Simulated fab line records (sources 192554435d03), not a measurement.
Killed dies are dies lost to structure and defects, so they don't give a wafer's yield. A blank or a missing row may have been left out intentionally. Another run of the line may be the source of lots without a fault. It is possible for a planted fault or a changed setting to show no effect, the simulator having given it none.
Matching of chambers | flow n5 finfet | rie diel-04 running N5_BEOL_M4_DESCUM_16: 4 sister chambers
The step chemistry O2, time 7 s. 8 wafers are shown with their chamber, then 10 later ones without.

## WAFERS WITH THEIR CHAMBER
wafer  | chamber | drypump motor current A (A) | throttle valve pct (%)
L088.2 | 2       | 5.8                         | 20.73
L088.4 | 1       | 5.2                         | 20.13
L088.5 | 3       | 5.3                         | 19.94
L089.1 | 1       | 5.2                         | 20.11
L089.5 | 0       | 5.7                         | 20.15
L089.6 | 3       | 5.3                         | 19.92
L090.3 | 2       | 5.8                         | 20.72
L090.4 | 0       | 5.6                         | 20.12

## WAFERS WITHOUT THEIR CHAMBER
wafer  | drypump motor current A (A) | throttle valve pct (%)
L090.6 | 5.6                         | 20.13
L093.1 | 5.3                         | 19.95
L093.4 | 5.2                         | 20.14
L093.6 | 5.6                         | 20.11
L095.3 | 5.6                         | 20.15
L095.5 | 5.6                         | 20.14
L095.6 | 5.2                         | 20.15
L097.1 | 5.3                         | 19.97
L097.5 | 5.3                         | 19.97
L097.6 | 5.2                         | 20.16

## CHAMBER TAKEN BY EACH
wafer  | from the rows above | in truth
L090.6 | 0                   | 0
L093.1 | 3                   | 3
L093.4 | 1                   | 1
L093.6 | 0                   | 0
L095.3 | 0                   | 0
L095.5 | 0                   | 0
L095.6 | 1                   | 1
L097.1 | 3                   | 3
L097.5 | 3                   | 3
L097.6 | 1                   | 1
Correct placement for 10 of the 10. From these rows, 0 cannot be placed. Placed wrongly: 0.
How it was worked out, from the rows above alone: a wafer's distance from a chamber is the root of the sum, over the readings, of the square of ((its reading less the chamber's mean) divided by the reading's scatter). If the next closest chamber is less than 2 further off than the closest, the wafer can't be placed; otherwise it belongs to the closest. A chamber's mean is the mean of its shown wafers. The scatter is the square root of a quotient: the sum, over the shown wafers, of each reading's squared deviation from its chamber's mean, divided by wafers minus chambers.
